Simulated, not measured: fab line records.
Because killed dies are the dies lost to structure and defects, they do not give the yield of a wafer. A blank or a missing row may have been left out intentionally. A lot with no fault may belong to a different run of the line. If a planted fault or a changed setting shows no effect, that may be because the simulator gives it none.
Split-lot study | flow n5_finfet | 7 lots, 21 wafers read, on a route of 1938 steps

## ABOUT THE SPLIT
At N5_BEOL_M8_ETCH_65 (etches SiARC in CF4, target depth 15.6 nm, time 26 s), the setting source_w was moved away from the recipe's 545 W on 11 of the 21 wafers read, by -9.1% to +9.9%. All remaining wafers had this setting at the recipe value.

The split's own step is where the reading is taken.

## THE READING
rf_vpp_V, in V, at N5_BEOL_M8_ETCH_65 (etches SiARC in CF4, target depth 15.6 nm, time 26 s). On this fab line, fault-free wafers typically give 184.2 V with a standard deviation of 1.2 V.

wafer  | tool, chamber at the split | source_w as run, W | against the recipe | rf_vpp_V, V | against lot-mates on the recipe
L075.2 | rie_diel-03, 3             | 599.2              | +9.9%              | 179.8       | -5.1
L075.5 | rie_diel-03, 0             | 599.2              | +9.9%              | 178.7       | -6.2
L075.6 | rie_diel-03, 3             | 545                | recipe             | 184.9       | -
L081.1 | rie_diel-03, 3             | 503.5              | -7.6%              | 190.6       | +7.7
L081.2 | rie_diel-03, 0             | 545                | recipe             | 182.9       | -
L081.5 | rie_diel-03, 3             | 503.5              | -7.6%              | 190.8       | +7.9
L086.2 | rie_diel-06, 0             | 545                | recipe             | 184.3       | -
L086.3 | rie_diel-06, 2             | 545                | recipe             | 183.4       | -
L086.6 | rie_diel-06, 2             | 545                | recipe             | 185.0       | -
L084.2 | rie_diel-03, 3             | 575.8              | +5.7%              | 182.5       | -0.3
L084.3 | rie_diel-03, 2             | 545                | recipe             | 182.8       | -
L084.6 | rie_diel-03, 1             | 575.8              | +5.7%              | 182.1       | -0.7
L091.2 | rie_diel-03, 0             | 545                | recipe             | 182.9       | -
L091.3 | rie_diel-03, 3             | 577.9              | +6.0%              | 180.7       | -3.2
L091.5 | rie_diel-03, 0             | 545                | recipe             | 185.0       | -
L090.2 | rie_diel-06, 3             | 495.6              | -9.1%              | 191.9       | +7.0
L090.5 | rie_diel-06, 0             | 545                | recipe             | 184.9       | -
L090.6 | rie_diel-06, 2             | 495.6              | -9.1%              | 189.5       | +4.6
L097.1 | rie_diel-06, 3             | 595.7              | +9.3%              | 178.8       | -6.5
L097.2 | rie_diel-06, 2             | 595.7              | +9.3%              | 178.3       | -7.0
L097.4 | rie_diel-06, 2             | 545                | recipe             | 185.3       | -

THE FIT
A straight line over all 21 wafers: rf_vpp_V changes by -0.632 V for each +1% of source_w; r = -0.96; the points scatter about the line by 1.1 V.
The same after taking each lot's own level away (the mean of its wafers on the recipe; 21 wafers): -0.667 V for each +1%; r = -0.95; scatter 1.4 V.
On that fit, the largest move of source_w shifts the reading by 6.6 V.
The lots' own levels span 182.80 to 185.30 V, that is 2.1 times the standard deviation above.
The two slopes are in agreement: the lot-to-lot level therefore moves the slope only a little.
Check: for one of the wafers moved furthest among these (+9.9%), held out of the fit, the line's prediction against its lot-mates is -6.17 V. Against them it came out at -5.1 V.
Tool readings at the split's step, against how far the setting was moved: etch_rf_on_time_s r = -0.95; rf_vpp_V r = -0.96.

## THE OTHER SPLITS THESE WAFERS WENT THROUGH
These wafers also went through other splits before the reading. Each is held against what the fit with the lots' levels taken away leaves over:
other split on the same wafers    | wafers away from the commonest value | r with rf_vpp_V (lot level and that fit taken away)
N5_BEOL_M6_HM_DEP_02 target_thk_a | 4                                    | +0.19
N5_BEOL_M6_TRENCH_ETCH_37 time_s  | 10                                   | -0.21

## THE WHOLE CHAIN: every reading that the file lists as answering this split, in the file's order
step               | what it does                                         | reading           | change (the file's fit)              | r (the file's)
N5_BEOL_M8_ETCH_65 | etches SiARC in CF4, target depth 15.6 nm, time 26 s | etch_rf_on_time_s | withheld for each +1% of the setting | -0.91
N5_BEOL_M8_ETCH_65 | etches SiARC in CF4, target depth 15.6 nm, time 26 s | rf_vpp_V          | -0.643 V for each +1% of the setting | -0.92

## FILE'S OWN FIT
rf_vpp_V changes by -0.643 V for each +1% of source_w, r = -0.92.
